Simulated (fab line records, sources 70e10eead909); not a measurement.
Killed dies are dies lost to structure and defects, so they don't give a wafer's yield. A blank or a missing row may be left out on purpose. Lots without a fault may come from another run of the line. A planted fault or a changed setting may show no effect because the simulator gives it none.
Chamber matching | flow nand_harc | NHARC_A_STAIRCASE_DESCUM_186 on rie_diel-12: 4 sister chambers
The step chemistry O2, time 3 s. 14 wafers are shown with their chamber, then 7 later ones without.

WAFERS WITH THEIR CHAMBER
wafer  | chamber | drypump_motor_current_A (A) | showerhead_plenum_p_Torr (Torr) | rf_vpp_V (V)
L683.1 | 2       | 5.58                        | 2.05                            | 58.7
L683.3 | 3       | 5.19                        | 2.02                            | 57.4
L683.6 | 0       | 5.68                        | 1.87                            | 55.9
L684.3 | 2       | 5.59                        | 2.05                            | 56.2
L684.4 | 3       | 5.16                        | 2.02                            | 57.4
L684.5 | 1       | 5.99                        | 1.87                            | 57.4
L689.2 | 2       | 5.55                        | 2.04                            | 57.5
L689.3 | 1       | 5.98                        | 1.87                            | 56.7
L689.5 | 1       | 5.99                        | 1.87                            | 58.2
L697.1 | 2       | 5.54                        | 2.04                            | 56.6
L697.3 | 3       | 5.19                        | 2.01                            | 57.9
L697.4 | 1       | 5.99                        | 1.86                            | 57.3
L701.1 | 1       | 6.00                        | 1.86                            | 57.5
L701.2 | 2       | 5.58                        | 2.04                            | 57.9

SIGNATURES (means of the wafers above)
reading                  | chamber 0 | chamber 1 | chamber 2 | chamber 3 | scatter within a chamber
drypump_motor_current_A  | 5.6800    | 5.9900    | 5.5680    | 5.1800    | 0.0164
showerhead_plenum_p_Torr | 1.8700    | 1.8660    | 2.0440    | 2.0167    | 0.00554
rf_vpp_V                 | 55.900    | 57.420    | 57.380    | 57.567    | 0.731
Rule: a wafer's distance from a chamber is the root of the sum, over the readings, of the square of ((its reading less the chamber's mean) divided by the reading's scatter). The wafer belongs to the nearest chamber; if the next one is less than 2 further off, it can't be placed. The scatter: the root of (the sum of the squares of (reading less its chamber's mean) over the shown wafers, divided by (wafers less chambers)).

WAFERS WITHOUT THEIR CHAMBER
wafer  | drypump_motor_current_A (A) | showerhead_plenum_p_Torr (Torr) | rf_vpp_V (V)
L701.4 | 5.18                        | 2.01                            | 58.5
L703.1 | 5.62                        | 1.85                            | 57.3
L703.5 | 5.18                        | 2.01                            | 58.0
L703.6 | 5.56                        | 2.03                            | 58.7
L702.3 | 5.51                        | 2.03                            | 57.9
L702.5 | 5.18                        | 2.01                            | 56.9
L702.6 | 5.58                        | 2.03                            | 57.3

WHICH CHAMBER EACH WENT THROUGH
wafer  | from the rows above | in truth
L701.4 | 3                   | 3
L703.1 | 0                   | 0
L703.5 | 3                   | 3
L703.6 | 2                   | 2
L702.3 | 2                   | 2
L702.5 | 3                   | 3
L702.6 | 2                   | 2
Placed correctly: 7 of 7. Can't be placed from these rows: 0. Placed wrongly: 0.
